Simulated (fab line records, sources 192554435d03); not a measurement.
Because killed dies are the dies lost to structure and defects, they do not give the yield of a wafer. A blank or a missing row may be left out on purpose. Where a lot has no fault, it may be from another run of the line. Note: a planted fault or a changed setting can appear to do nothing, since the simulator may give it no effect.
Matching of chambers / flow n5_finfet / cvd_co-01 running N5_BEOL_M4_PRE_CLEAN_60: 3 sister chambers
The step time 15 s. 6 wafers are shown with their chamber, then 12 later ones without.

## EACH WAFER AND ITS CHAMBER
wafer=L093.1; chamber=0; heater_power_w (W)=70
wafer=L092.4; chamber=2; heater_power_w (W)=70
wafer=L092.5; chamber=1; heater_power_w (W)=141
wafer=L094.1; chamber=1; heater_power_w (W)=138
wafer=L094.2; chamber=2; heater_power_w (W)=70
wafer=L094.3; chamber=0; heater_power_w (W)=73

## WAFERS WITH NO CHAMBER GIVEN
wafer=L094.4; heater_power_w (W)=73
wafer=L094.5; heater_power_w (W)=70
wafer=L094.6; heater_power_w (W)=137
wafer=L095.1; heater_power_w (W)=141
wafer=L095.5; heater_power_w (W)=67
wafer=L095.6; heater_power_w (W)=143
wafer=L096.3; heater_power_w (W)=72
wafer=L096.5; heater_power_w (W)=71
wafer=L096.6; heater_power_w (W)=70
wafer=L097.1; heater_power_w (W)=68
wafer=L097.3; heater_power_w (W)=69
wafer=L097.5; heater_power_w (W)=74

## WHICH CHAMBER EACH WENT THROUGH
wafer=L094.4; from the rows above=can't be placed: 0 or 2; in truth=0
wafer=L094.5; from the rows above=can't be placed: 2 or 0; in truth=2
wafer=L094.6; from the rows above=1; in truth=1
wafer=L095.1; from the rows above=1; in truth=1
wafer=L095.5; from the rows above=can't be placed: 2 or 0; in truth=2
wafer=L095.6; from the rows above=1; in truth=1
wafer=L096.3; from the rows above=can't be placed: 0 or 2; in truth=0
wafer=L096.5; from the rows above=can't be placed: 0 or 2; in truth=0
wafer=L096.6; from the rows above=can't be placed: 2 or 0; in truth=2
wafer=L097.1; from the rows above=can't be placed: 2 or 0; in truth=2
wafer=L097.3; from the rows above=can't be placed: 2 or 0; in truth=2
wafer=L097.5; from the rows above=can't be placed: 0 or 2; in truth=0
Correctly placed: 3 of 12. Unplaceable from these rows: 9, with the true chamber sitting among the candidates in 9. Wrongly placed: 0.
How it was worked out, from the rows above alone: a wafer's distance from a chamber is the root of the sum, over the readings, of the square of ((its reading less the chamber's mean) divided by the reading's scatter). The wafer belongs to the nearest chamber; if the next one is less than 2 further off, it can't be placed. A chamber's mean is the mean of its shown wafers. The scatter: the root of (the sum of the squares of (reading less its chamber's mean) over the shown wafers, divided by (wafers less chambers)).
